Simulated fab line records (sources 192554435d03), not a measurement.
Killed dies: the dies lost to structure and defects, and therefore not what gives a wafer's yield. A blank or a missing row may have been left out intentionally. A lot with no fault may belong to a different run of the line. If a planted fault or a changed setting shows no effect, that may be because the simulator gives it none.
Matching of chambers + flow n5Finfet + N5_BEOL_M0_ALD_136 on aldMetal-03 has 4 sister chambers
The step deposits TaN, pulse time 2 s, purge time 3 s, co reactant purge time 2 s. 4 wafers are shown with their chamber, then 8 later ones without.

WAFERS WITH THEIR CHAMBER
| wafer  | chamber | heaterPowerW (W) |
|--------|---------|------------------|
| L083.1 | 2       | 312              |
| L083.4 | 1       | 430              |
| L084.6 | 0       | 488              |
| L087.1 | 3       | 380              |

WAFERS WITHOUT THEIR CHAMBER
| wafer  | heaterPowerW (W) |
|--------|------------------|
| L087.2 | 481              |
| L087.3 | 438              |
| L093.1 | 493              |
| L093.3 | 377              |
| L093.4 | 438              |
| L095.1 | 375              |
| L095.4 | 479              |
| L095.6 | 307              |

THE CHAMBER EACH PASSED THROUGH
| wafer  | from the rows above | in truth |
|--------|---------------------|----------|
| L087.2 | 0                   | 0        |
| L087.3 | 1                   | 1        |
| L093.1 | 0                   | 0        |
| L093.3 | 3                   | 3        |
| L093.4 | 1                   | 1        |
| L095.1 | 3                   | 3        |
| L095.4 | 0                   | 0        |
| L095.6 | 2                   | 2        |
8 of 8 placed correctly. Number that these rows cannot place: 0. Placed wrongly: 0.
How it was worked out, from the rows above alone: a wafer's distance from a chamber is the root of the sum, over the readings, of the square of ((its reading less the chamber's mean) divided by the reading's scatter). The wafer belongs to the nearest chamber; if the next one is less than 2 further off, it can't be placed. Each chamber's mean is taken over the wafers shown for it. The scatter: root of mean squared gap, hidden wafer to nearest shown wafer, with one shown wafer a chamber.
